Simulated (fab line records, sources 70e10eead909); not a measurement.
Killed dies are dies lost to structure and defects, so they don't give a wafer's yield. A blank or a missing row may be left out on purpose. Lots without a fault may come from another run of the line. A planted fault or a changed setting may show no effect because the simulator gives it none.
fab line records | flow nand_harc
record lots=7 wafers=21 last_day=33
route steps=1302 shown A_CONTACT@1038
lots that met no fault: from a run of the same line without faults
start_h: hours from the record's first day to the start of the lot's first wafer shown | wait_h: hours since the lot's step before | " the same as in the row above | L1.1+2: a row that stands for several wafers | - no value, or no start given | * or withheld: withheld | < > ~ a bound
route shown NAME@n: a module of which the file shows steps, and the number in the route of the first | usual: mean/standard deviation of fault-free wafers | same: alike in all rows | chamber/n: place in a boat | sites: the reading at each site | _std_site: their standard deviation | _edge_site: outer sites' mean less inner sites' | radius_mm: how far each site lies from the wafer's centre | mask NAME#n: copy n | behind: the tool/chamber that last shaped the wafer | hold: why the lot was held/for how many hours/how that ended | device: the transistor (n, p or np) that didn't switch | end of line: the same wafers' tests at the end of the route | a step without rows: its recipe alone | killed: dies lost to structure and defects at the first sort, not the wafer's yield | map: a wafer's dies, x killed, . not, _ none there
set.NAME: the setting as run; set.NAME@STEP: as run at that earlier step | model.NAME: the simulator's own value behind a step, which no gauge read
lots at some steps of the route; a table a step, a row a wafer
services: from which hour (start_h, from the record's first day; less than 0 if before it) a tool's chamber was out of use, for how many hours, and why
## steps
# step NHARC_A_CONTACT_DEVELOP_68
# recipe develop_time_s=35 dev_temp_c=23
# step NHARC_A_CONTACT_CD_MEAS_69
# recipe target_cd_nm=300 landing_energy_ev=500
# usual cd_nm=299.9/0.4
# columns lot.wafer tool chamber start_h wait_h cd_nm
L777.2 cd_sem-02 0 552.30 - 299.9
L777.4 " 0 " " 299.3
L777.5 " 0 " " 299.7
L778.2 cd_sem-02 0 553.35 - 299.5
L778.4 " 0 " " 300.1
L778.6 " 0 " " 299.9
L785.2 cd_sem-03 0 630.07 - 300.3
L785.4 " 0 " " 299.5
L785.6 " 0 " " 299.2
L783.2 cd_sem-02 0 631.67 - 299.8
L783.3 " 0 " " 299.7
L783.6 " 0 " " 300.2
L786.1 cd_sem-01 0 646.58 - 300.1
L786.3 " 0 " " 300.2
L786.4 " 0 " " 299.9
L793.1 cd_sem-03 0 706.89 - 300.3
L793.3 " 0 " " 299.8
L793.6 " 0 " " 299.9
L794.2 cd_sem-01 0 729.75 - 300.1
L794.3 " 0 " " 300.1
L794.4 " 0 " " 301.0
# step NHARC_A_CONTACT_OVL_MEAS_70
# usual overlay_x_nm=-0.3/0.82 overlay_y_nm=0.0/0.72
# columns lot.wafer tool chamber start_h wait_h overlay_x_nm overlay_y_nm
L777.2 overlay-02 - 552.38 - 0.5 0.2
L777.4 " - " " 0.7 0.5
L777.5 " - " " 1.2 0.1
L778.2 overlay-02 - 553.43 - -1.5 -0.1
L778.4 " - " " -1.2 0.1
L778.6 " - " " -1.2 -0.4
L785.2 overlay-01 - 630.15 - -0.2 0.5
L785.4 " - " " -0.6 0.8
L785.6 " - " " -0.6 0.7
L783.2 overlay-01 - 631.76 - -0.3 0.1
L783.3 " - " " -0.9 -0.4
L783.6 " - " " -0.6 -0.1
L786.1 overlay-02 - 646.67 - 0.4 0.2
L786.3 " - " " 0.4 0.6
L786.4 " - " " 0.2 0.1
L793.1 overlay-01 - 706.98 - 0.8 -0.3
L793.3 " - " " 0.8 -1.1
L793.6 " - " " 0.5 -0.6
L794.2 overlay-01 - 729.84 - 0.2 -1.0
L794.3 " - " " 0.1 0.0
L794.4 " - " " 0.1 -0.6
# step NHARC_A_CONTACT_INSPECT_71
# usual raw_defect_count=73/37
# columns lot.wafer tool chamber start_h wait_h raw_defect_count
L777.2 defect_inspect-02 - 552.42 0.0 33
L777.4 " - " " 33
L777.5 " - " " 24
L778.2 defect_inspect-01 - 553.47 0.0 22
L778.4 " - " " 35
L778.6 " - " " 17
L785.2 defect_inspect-01 - 630.19 0.0 30
L785.4 " - " " 53
L785.6 " - " " 36
L783.2 defect_inspect-02 - 631.80 0.0 112
L783.3 " - " " 97
L783.6 " - " " 105
L786.1 defect_inspect-01 - 646.71 0.0 46
L786.3 " - " " 48
L786.4 " - " " 45
L793.1 defect_inspect-01 - 707.02 0.0 26
L793.3 " - " " 20
L793.6 " - " " 27
L794.2 defect_inspect-02 - 729.87 0.0 91
L794.3 " - " " 94
L794.4 " - " " 72
# step NHARC_A_CONTACT_DESCUM_74
# recipe time_s=3 o2_flow_sccm=200 ar_flow_sccm=0 bias_power_w=0 chemistry=O2
# usual drypump_motor_current_A=5.8/0.45 oes_product_au=1.001/0.0076 rf_vpp_V=57.5/0.82 showerhead_plenum_p_Torr=1.88/0.057 throttle_valve_pct=11.311/0.0098
# columns lot.wafer tool chamber start_h wait_h drypump_motor_current_A oes_product_au rf_hours_counter_h rf_vpp_V showerhead_plenum_p_Torr throttle_valve_pct
L777.2 rie_diel-12 0 552.49 0.1 5.8 0.991 20 57.4 1.94 11.302
L777.4 " 1 " " 6.3 0.998 19 57.1 1.92 11.318
L777.5 " 0 " " 5.8 0.989 - 55.6 1.94 11.305
L778.4 rie_diel-07 2 553.53 0.1 6.7 1.026 23 56.5 1.93 11.323
L778.2 " 0 " " 6.2 1.004 28 57.0 1.85 11.307
L778.6 " 3 " " 5.4 1.005 - 57.1 1.93 11.339
L785.2 rie_diel-04 1 630.25 0.1 5.7 1.001 25 58.3 1.89 11.307
L785.4 " 2 " " 5.3 0.990 15 58.0 1.81 11.313
L785.6 " 1 " " 5.7 1.006 - 56.7 1.89 11.302
L783.2 rie_diel-12 0 631.87 0.1 5.8 1.011 0 57.5 1.93 11.307
L783.3 " 1 " " 6.3 0.996 0 56.4 1.91 11.302
L783.6 " 2 " " 5.2 0.996 - 59.2 1.89 11.300
L786.4 rie_diel-12 3 646.78 0.1 5.8 1.006 2 58.2 1.77 11.311
L786.3 " 0 " " 5.8 0.995 2 56.8 1.93 11.328
L786.1 " 1 " " 6.3 1.002 2 58.1 1.91 11.315
L793.3 rie_diel-07 0 707.10 0.1 6.2 1.002 15 57.0 1.83 11.306
L793.1 " 1 " " 5.7 0.992 14 57.5 1.89 11.327
L793.6 " 3 " " 5.4 1.001 - 59.2 1.92 11.308
L794.2 rie_diel-12 3 729.94 0.1 5.8 1.015 16 57.1 1.77 11.299
L794.3 " 0 " " 5.8 0.994 16 58.8 1.93 11.290
L794.4 " 1 " " 6.3 0.995 17 56.9 1.91 11.306
# step NHARC_A_CONTACT_ETCH_75
# recipe target_depth_a=390 over_etch_frac=0.3 time_s=65 ion_energy_ev=80 cf4_flow_sccm=150 ar_flow_sccm=0 rf_w=300 bias_w=100 chemistry=CF4
# step NHARC_A_CONTACT_ETCH_76
# recipe target_depth_a=2600 over_etch_frac=0.3 time_s=475.3 ion_energy_ev=200 n2_flow_sccm=150 h2_flow_sccm=150 ar_flow_sccm=0 rf_w=400 bias_w=150 chemistry=N2/H2
# step NHARC_A_CONTACT_ETCH_77
# recipe target_depth_a=1089 time_s=54.5 cf4_flow_sccm=100 chf3_flow_sccm=30 ar_flow_sccm=0 rf_w=500 bias_w=200 chemistry=CF4/CHF3
# usual bias_w=200.0/0.63 cf4_flow_sccm=100.0/0.31 drypump_motor_current_A=5.9/0.43 oes_product_au=0.940/0.022 rf_vpp_V=369.8/1.7 showerhead_plenum_p_Torr=1.55/0.043 throttle_valve_pct=16.802/0.0094
# columns lot.wafer tool chamber start_h wait_h bias_w cf4_flow_sccm drypump_motor_current_A oes_product_au rf_hours_counter_h rf_vpp_V showerhead_plenum_p_Torr throttle_valve_pct
L777.2 rie_diel-12 3 - - 199.5 99.6 5.8 0.929 20 367.0 1.47 16.801
L777.4 " 0 " " 201.1 100.6 5.8 0.934 20 370.0 1.59 16.804
L777.5 " 1 " " 199.0 99.8 6.2 0.933 - 370.3 1.58 16.803
L778.2 rie_diel-07 3 - - 198.8 100.6 5.3 0.930 28 369.4 1.59 16.810
L778.4 " 0 " " 200.6 99.7 6.3 0.931 28 369.1 1.52 16.807
L778.6 " 1 " " 200.8 99.7 5.7 0.933 - 370.7 1.57 16.811
L785.2 rie_diel-04 2 - - 199.6 99.8 5.3 0.915 15 368.1 1.50 16.804
L785.4 " 3 " " 199.8 99.9 6.2 0.913 22 367.3 1.47 16.811
L785.6 " 1 " " 199.2 99.7 5.7 0.915 - 370.9 1.55 16.805
L783.2 rie_diel-12 3 - - 199.6 100.1 5.8 0.960 0 366.5 1.47 16.809
L783.3 " 0 " " 199.4 99.9 5.8 0.962 0 370.0 1.59 16.803
L783.6 " 2 " " 199.8 100.3 5.2 0.963 - 369.2 1.55 16.802
L786.1 rie_diel-12 0 - - 199.8 100.0 5.8 0.924 3 370.9 1.59 16.811
L786.4 " 1 " " 200.2 99.3 6.2 0.924 2 370.9 1.57 16.801
L786.3 " 2 " " 200.9 99.9 5.2 0.920 2 369.3 1.55 16.796
L793.1 rie_diel-07 2 - - 200.5 99.8 6.7 0.937 16 369.6 1.58 16.800
L793.3 " 3 " " 201.1 100.0 5.3 0.943 16 370.8 1.58 16.772
L793.6 " 2 " " 200.0 99.8 6.7 0.926 - 371.7 1.58 16.799
L794.2 rie_diel-12 3 - - 199.1 100.2 5.8 0.932 17 366.0 1.46 16.814
L794.3 " 0 " " 201.5 100.0 5.8 0.921 16 371.3 1.59 16.810
L794.4 " 1 " " 199.9 99.6 6.2 0.914 17 370.8 1.57 16.813
# step NHARC_A_CONTACT_ETCH_78
# recipe target_depth_a=53000 over_etch_frac=0.3 time_s=1378 ion_energy_ev=150 o2_flow_sccm=400 cos_flow_sccm=20 ar_flow_sccm=0 rf_w=500 bias_w=300 chemistry=O2/COS
# usual bias_w=300.0/0.93 chamber_pressure_mTorr=19.999/0.018 drypump_motor_current_A=5.9/0.42 oes_product_au=1.000/0.0073 rf_vpp_V=313.4/1.5 showerhead_plenum_p_Torr=3.07/0.086 throttle_valve_pct=28.331/0.0093
# columns lot.wafer tool chamber start_h wait_h bias_w chamber_pressure_mTorr drypump_motor_current_A oes_product_au rf_hours_counter_h rf_vpp_V showerhead_plenum_p_Torr throttle_valve_pct
L777.2 rie_diel-12 1 - - 300.0 19.997 6.3 1.010 19 313.0 3.13 28.330
L777.4 " 2 " " 299.0 20.012 5.2 0.999 15 315.1 3.09 28.329
L777.5 " 0 " " 298.5 20.013 5.8 0.991 - 316.4 3.16 28.334
L778.4 rie_diel-07 0 - - 299.5 20.022 6.3 1.003 28 310.9 3.02 28.324
L778.2 " 1 " " 299.9 19.990 5.7 0.998 23 314.3 3.11 28.344
L778.6 " 0 " " 300.6 19.995 6.3 1.002 - 313.3 3.02 28.340
L785.2 rie_diel-04 0 - - 300.0 20.020 5.5 1.010 25 312.9 3.02 28.320
L785.4 " 2 " " 300.2 19.989 5.3 0.991 15 311.5 2.97 28.344
L785.6 " 1 " " 299.5 20.026 5.7 1.002 - 313.3 3.08 28.323
L783.3 rie_diel-12 0 - - 301.7 20.014 5.8 0.993 1 315.8 3.15 28.342
L783.2 " 1 " " 301.1 20.013 6.2 1.002 0 313.4 3.12 28.330
L783.6 " 0 " " 299.1 20.016 5.8 0.986 - 313.5 3.15 28.342
L786.1 rie_diel-12 3 - - 299.3 19.984 5.8 1.013 3 311.5 2.91 28.341
L786.3 " 0 " " 300.2 20.004 5.8 0.993 3 314.3 3.15 28.337
L786.4 " 1 " " 300.1 19.972 6.3 0.998 2 313.1 3.12 28.315
L793.1 rie_diel-07 2 - - 299.1 20.000 6.7 0.996 16 315.0 3.12 28.322
L793.3 " 3 " " 299.1 20.005 5.4 0.991 17 315.3 3.13 28.329
L793.6 " 2 " " 300.9 19.985 6.6 0.990 - 314.6 3.12 28.336
L794.4 rie_diel-12 0 - - 302.1 20.022 5.8 0.989 16 313.9 3.15 28.331
L794.3 " 2 " " 300.0 19.974 5.2 0.999 18 313.8 3.07 28.346
L794.2 " 3 " " 298.8 20.016 5.8 1.005 17 311.3 2.90 28.340
# step NHARC_A_CONTACT_ETCH_124
# recipe source_w=withheld pressure_mtorr=20 bias_v=withheld time_s=140 target_depth_a=7000 ar_flow_sccm=withheld c4f8_flow_sccm=withheld o2_flow_sccm=withheld chemistry=C4F8/O2/Ar
# step NHARC_A_CONTACT_ETCH_125
# recipe source_w=withheld pressure_mtorr=20 bias_v=3000 time_s=197 target_depth_a=19180 ar_flow_sccm=withheld c4f8_flow_sccm=withheld o2_flow_sccm=withheld chemistry=C4F8/O2/Ar
# usual chamber_pressure_mTorr=20.004/0.019 oes_air_line_au=0.999/0.022
# columns lot.wafer tool chamber start_h wait_h chamber_pressure_mTorr oes_air_line_au rf_hours_counter_h
L777.2 har_cap_etch-01 0 554.26 0.2 20.003 1.004 10
L777.4 " 1 " " 19.996 0.999 -
L777.5 " 1 " " 19.988 0.985 -
L778.2 har_cap_etch-02 1 555.37 0.2 20.017 0.976 95
L778.4 " 0 " " 19.989 1.008 -
L778.6 " 1 " " 19.985 0.974 -
L785.2 har_cap_etch-02 0 632.02 0.2 20.007 0.968 105
L785.4 " 1 " " 20.010 1.036 -
L785.6 " 1 " " 20.015 1.006 -
L783.2 har_cap_etch-03 1 633.61 0.2 19.992 0.979 67
L783.3 " 0 " " 20.019 1.001 -
L783.6 " 0 " " 19.990 1.020 -
L786.1 har_cap_etch-02 0 648.54 0.2 19.973 0.986 108
L786.3 " 1 " " 20.032 0.999 -
L786.4 " 0 " " 20.005 1.015 -
L793.1 har_cap_etch-02 1 709.20 0.2 20.016 1.001 120
L793.3 " 1 " " 20.003 1.016 -
L793.6 " 0 " " 20.003 1.012 -
L794.2 har_cap_etch-02 1 731.69 0.2 19.987 1.010 126
L794.4 " 1 " " 19.998 1.043 -
L794.3 " 0 " " 20.010 0.991 -
# step NHARC_A_CONTACT_ETCH_126
# recipe source_w=withheld pressure_mtorr=20 bias_v=3000 time_s=197 target_depth_a=19180 ar_flow_sccm=withheld c4f8_flow_sccm=withheld o2_flow_sccm=withheld chemistry=C4F8/O2/Ar
# step NHARC_A_CONTACT_ETCH_127
# recipe source_w=withheld pressure_mtorr=20 bias_v=3000 time_s=197 target_depth_a=19180 ar_flow_sccm=withheld c4f8_flow_sccm=withheld o2_flow_sccm=withheld chemistry=C4F8/O2/Ar
# usual chamber_pressure_mTorr=19.998/0.018 oes_air_line_au=0.999/0.019
# columns lot.wafer tool chamber start_h wait_h chamber_pressure_mTorr oes_air_line_au rf_hours_counter_h
L777.2 har_cap_etch-01 0 554.61 0.1 19.998 0.986 10
L777.4 " 1 " " 19.996 0.978 -
L777.5 " 1 " " 20.031 0.970 -
L778.2 har_cap_etch-02 1 558.00 2.4 20.015 0.982 95
L778.4 " 0 " " 20.017 1.015 -
L778.6 " 1 " " 19.973 0.961 -
L785.2 har_cap_etch-02 0 632.37 0.1 - - -
L785.4 " 1 " " - - -
L785.6 " 1 " " - - -
L783.2 har_cap_etch-03 1 633.97 0.1 - - -
L783.3 " 0 " " - - -
L783.6 " 0 " " - - -
L786.1 har_cap_etch-02 0 648.90 0.1 - - -
L786.3 " 1 " " - - -
L786.4 " 0 " " - - -
L793.1 har_cap_etch-02 1 709.55 0.1 20.014 0.996 120
L793.3 " 1 " " 20.021 0.967 -
L793.6 " 0 " " 20.016 1.029 -
L794.2 har_cap_etch-02 1 732.04 0.1 19.962 1.017 126
L794.4 " 1 " " 19.999 0.995 -
L794.3 " 0 " " 20.012 0.984 -
# step NHARC_A_CONTACT_ETCH_128
# recipe source_w=withheld pressure_mtorr=20 bias_v=3000 time_s=197 target_depth_a=19180 ar_flow_sccm=withheld c4f8_flow_sccm=withheld o2_flow_sccm=withheld chemistry=C4F8/O2/Ar
# usual chamber_pressure_mTorr=20.001/0.018 oes_air_line_au=1.000/0.019
# columns lot.wafer tool chamber start_h wait_h chamber_pressure_mTorr oes_air_line_au rf_hours_counter_h
L777.2 har_cap_etch-01 0 554.79 0.1 19.984 1.010 10
L777.4 " 1 " " 20.010 1.016 -
L777.5 " 1 " " 20.061 1.030 -
L778.2 har_cap_etch-02 1 558.23 0.2 19.995 1.023 95
L778.4 " 0 " " 19.993 0.982 -
L778.6 " 1 " " 19.982 0.997 -
L785.2 har_cap_etch-02 0 632.55 0.1 20.001 1.003 105
L785.4 " 1 " " 19.975 1.010 -
L785.6 " 1 " " 19.996 0.985 -
L783.2 har_cap_etch-03 1 634.15 0.1 19.988 0.998 68
L783.3 " 0 " " 20.003 0.975 -
L783.6 " 0 " " 19.967 0.970 -
L786.1 har_cap_etch-02 0 649.08 0.1 19.982 1.005 108
L786.3 " 1 " " 20.010 1.008 -
L786.4 " 0 " " 20.023 0.981 -
L793.1 har_cap_etch-02 1 709.73 0.1 20.008 1.007 120
L793.3 " 1 " " 20.017 0.991 -
L793.6 " 0 " " 20.005 0.991 -
L794.2 har_cap_etch-02 1 732.21 0.1 20.000 1.003 127
L794.4 " 1 " " 19.990 0.989 -
L794.3 " 0 " " 20.022 0.989 -
## services
# columns tool chamber start_h hours kind
rie_diel-12 2 531.48 8.4 repair
rie_diel-04 - 534.29 9.0 pm
rie_diel-12 0 552.44 - clean
rie_diel-12 1 552.44 - clean
rie_diel-12 2 552.44 - clean
rie_diel-12 3 552.44 - clean
rie_diel-04 0 563.20 2.9 repair
rie_diel-12 0 576.94 - clean
rie_diel-12 1 576.94 - clean
rie_diel-12 2 576.94 - clean
rie_diel-12 3 576.94 - clean
rie_diel-04 2 588.21 18.9 repair
rie_diel-12 1 594.74 4.0 repair
rie_diel-12 0 601.44 - clean
rie_diel-12 1 601.44 - clean
rie_diel-12 2 608.01 8.6 repair
rie_diel-12 - 622.52 9.0 pm
har_cap_etch-03 - 631.25 1.4 repair
rie_diel-07 - 649.81 9.0 pm
rie_diel-07 - 663.00 0.6 repair
rie_diel-04 2 665.57 6.9 repair
rie_diel-04 1 691.42 4.7 repair
rie_diel-04 3 691.99 6.0 repair
rie_diel-04 - 711.29 9.0 pm
## key
first_sign step=NHARC_A_CONTACT_ETCH_127 reading=tool_record direction=missing
effect none on later readings
met_at NHARC_A_CONTACT_ETCH_127
struck_wafers L783.2,L783.3,L783.6,L785.2,L785.4,L785.6,L786.1,L786.3,L786.4
later_rows_left_out L783.2,L783.3,L783.6,L785.2,L785.4,L785.6,L786.1,L786.3,L786.4
sort_left_out L783.2,L783.3,L783.6,L785.2,L785.4,L785.6,L786.1,L786.3,L786.4
tester_left_out L783,L785,L786
onset_between 558.00 632.37
fault kind=skipped_step_whole tool=har_cap_etch-02,har_cap_etch-03 chamber=- onset_h=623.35 steps=NHARC_A_CONTACT_ETCH_127 scope=struck_lots_only
# tester_left_out: of these lots the tester's yield and bins aren't shown, on N5 and GAA mostly nor the transistor test; their killed dies are dies lost to structure and defects alone, not to doping, threshold or leakage, so they don't give the yield
# sort_left_out: the simulated sort isn't trusted on such a fault, so these wafers' sort isn't shown, and their yield isn't known
# later_rows_left_out: the simulator's readings of these wafers behind a module that went badly wrong aren't trusted and aren't shown, but for the sort
